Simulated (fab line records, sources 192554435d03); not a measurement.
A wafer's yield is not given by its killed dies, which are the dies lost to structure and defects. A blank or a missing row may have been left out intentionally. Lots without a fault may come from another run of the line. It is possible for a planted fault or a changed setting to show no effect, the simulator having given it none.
Split-lot study ; flow n5-finfet ; 21 wafers read across 7 lots, on a route 1938 steps long

## THE SPLIT
At N5_BEOL_M6_ETCH_62 (etches SOC in N2/H2, target depth 110 nm, overetch 22 nm, time 165 s), the setting bias-w was moved away from the recipe's 150 W on 4 of the 21 wafers read, by -5.6% to +17.1%. All remaining wafers had this setting at the recipe value.

The split's own step is where the reading is taken.

## THE READING
rf-vpp-V, in V, at N5_BEOL_M6_ETCH_62 (etches SOC in N2/H2, target depth 110 nm, overetch 22 nm, time 165 s). Fault-free wafers of this fab line usually give 523.8 V, standard deviation 1.6 V.

wafer;tool, chamber at the split;bias-w as run, W;against the recipe;rf-vpp-V, V;against lot-mates on the recipe
L075.1;rie-diel-02, 1;150;recipe;522.1;-
L075.3;rie-diel-02, 0;150;recipe;524.1;-
L075.4;rie-diel-02, 1;150;recipe;524.3;-
L080.2;rie-diel-05, 0;150;recipe;522.9;-
L080.4;rie-diel-05, 1;150;recipe;520.5;-
L080.6;rie-diel-05, 2;158.4;+5.6%;542.4;+20.7
L088.1;rie-diel-04, 1;150;recipe;526.3;-
L088.3;rie-diel-04, 0;150;recipe;522.3;-
L088.4;rie-diel-04, 3;150;recipe;526.9;-
L090.3;rie-diel-05, 3;150;recipe;525.3;-
L090.4;rie-diel-05, 1;150;recipe;520.4;-
L090.6;rie-diel-05, 0;150;recipe;524.4;-
L091.3;rie-diel-04, 0;150;recipe;523.1;-
L091.5;rie-diel-04, 2;150;recipe;523.0;-
L091.6;rie-diel-04, 1;150;recipe;524.5;-
L093.2;rie-diel-05, 0;175.6;+17.1%;578.5;+55.3
L093.3;rie-diel-05, 3;150;recipe;526.1;-
L093.6;rie-diel-05, 1;150;recipe;520.2;-
L095.2;rie-diel-04, 3;150;recipe;525.6;-
L095.3;rie-diel-04, 1;141.6;-5.6%;506.3;-19.3
L095.5;rie-diel-04, 2;141.6;-5.6%;504.6;-21.0

THE FIT
A straight line over all 21 wafers: rf-vpp-V changes by +3.23 V for each +1% of bias-w; r = +0.99; the points scatter about the line by 1.9 V.
The same after taking each lot's own level away (the mean of its wafers on the recipe; 21 wafers): +3.34 V for each +1%; r = +0.99; scatter 1.8 V.
That fit puts the effect of the largest move of bias-w on the reading at 57 V.
From 521.70 to 525.60 V: that is the span of the lots' own levels, equal to 2.4 times the standard deviation above.
The two slopes are in agreement: the lot-to-lot level therefore moves the slope only a little.
Check: for one of the wafers moved furthest among these (+17.1%), held out of the fit, the line's prediction against its lot-mates is +62 V. It came out at +55.3 V against them.
Tool readings at the split's step, against how far the setting was moved: rf-vpp-V r = +0.99.

## THESE WAFERS: OTHER SPLITS
Other splits were also applied to these wafers ahead of the reading. Each is held against what the fit with the lots' levels taken away leaves over:
other split on the same wafers;wafers away from the commonest value;r with rf-vpp-V (lot level and that fit taken away)
N5_BEOL_M4_EXPOSE_25 dose-mj;6;+0.36
N5_BEOL_M5_VIA_ETCH_34 bias-w;8;-0.38
N5_BEOL_M5_TRENCH_ETCH_37 bias-w;6;-0.22
N5_BEOL_M6_COAT_60 spin-rpm;10;-0.18

## THE WHOLE CHAIN: every reading that the file lists as answering this split, in the file's order
step;what it does;reading;change (the file's fit);r (the file's)
N5_BEOL_M6_ETCH_62;etches SOC in N2/H2, target depth 110 nm, overetch 22 nm, time 165 s;rf-vpp-V;+3.31 V for each +1% of the setting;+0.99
N5_BEOL_M6_ETCH_62;etches SOC in N2/H2, target depth 110 nm, overetch 22 nm, time 165 s;SiARC_of_BEOL_M6_COAT_60.thk-nm (the simulator's own value, which no gauge read);-0.0753 nm for each +1% of the setting, in a fit together with spin-rpm@BEOL_M6_COAT_60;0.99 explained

## FILE'S OWN FIT
rf-vpp-V changes by +3.31 V for each +1% of bias-w, r = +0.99.
